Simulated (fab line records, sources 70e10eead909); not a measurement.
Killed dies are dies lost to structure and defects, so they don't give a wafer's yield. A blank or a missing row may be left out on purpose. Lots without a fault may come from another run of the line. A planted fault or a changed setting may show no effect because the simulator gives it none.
Tool commonality check | flow nand_harc | 2 lots, 6 wafers sampled

WHY IT WAS OPENED
At NHARC_END_SORT_01 the reading killed_at_array is flagged on 2 of 2 lots. Wafers without a fault read 29, standard deviation 10.
Rule: a lot is flagged when every wafer of it that has a number lies more than 4 standard deviations from that mean, or none has a number. The other lots count as sound.

lot  | measured     | on        | killed_at_array, wafer by wafer | flag
L565 | day 22 01:56 | prober-01 | 676 675 675                     | FLAGGED
L566 | day 22 09:56 | prober-02 | 669 668 669                     | FLAGGED
The numbers of the flagged lots are 672 on average: +643 against the usual, or +64 standard deviations.

WHICH TOOL RAN EACH LOT
The record holds 3 process steps before the reading, out of a route of 1159 steps. In each cell: the tool, then ch and the chambers that the sampled wafers went through, then the start.
lot  | flag    | NHARC_A_SGD_CUT_ETCH_58          | NHARC_A_SGD_CUT_CMP_21        | NHARC_A_SGD_CUT_STRIP_28
L565 | FLAGGED | rie_diel-09 ch 0,3, day 16 17:38 | cmp-04 ch 0,2,3, day 16 23:40 | rie_diel-03 ch 0,2, day 22 01:56 or earlier
L566 | FLAGGED | rie_diel-02 ch 1,2, day 16 17:29 | cmp-03 ch 0,1,3, day 16 23:41 | rie_diel-02 ch 0,2,3, day 22 09:56 or earlier
What these steps do:
- NHARC_A_SGD_CUT_ETCH_58: etches the open film in CF4, target depth 39 nm, time 65 s.
- NHARC_A_SGD_CUT_CMP_21: polishes, target thk 148.19 nm.
- NHARC_A_SGD_CUT_STRIP_28: strips in O2, time 20 s.
- NHARC_END_SORT_01

FLAGGED OVER TOTAL, TOOL BY TOOL (the gauges that took the reading come last)
step                     | tool        | lots run | flagged | share of the flagged lots | sound lots run after its first flagged lot
NHARC_A_SGD_CUT_ETCH_58  | rie_diel-02 | 1        | 1       | some                      | 0
NHARC_A_SGD_CUT_ETCH_58  | rie_diel-09 | 1        | 1       | some                      | 0
NHARC_A_SGD_CUT_CMP_21   | cmp-03      | 1        | 1       | some                      | 0
NHARC_A_SGD_CUT_CMP_21   | cmp-04      | 1        | 1       | some                      | 0
NHARC_A_SGD_CUT_STRIP_28 | rie_diel-02 | 1        | 1       | some                      | 0
NHARC_A_SGD_CUT_STRIP_28 | rie_diel-03 | 1        | 1       | some                      | 0
NHARC_END_SORT_01        | prober-01   | 1        | 1       | some                      | 0
NHARC_END_SORT_01        | prober-02   | 1        | 1       | some                      | 0
NHARC_A_SGD_CUT_STRIP_28 gives no start for some lots, so the hours and the order of its lots are those of NHARC_END_SORT_01.

WHAT THE TABLE ALLOWS
No row of the table ran every flagged lot.

WHAT THE SIMULATOR HAD PUT IN
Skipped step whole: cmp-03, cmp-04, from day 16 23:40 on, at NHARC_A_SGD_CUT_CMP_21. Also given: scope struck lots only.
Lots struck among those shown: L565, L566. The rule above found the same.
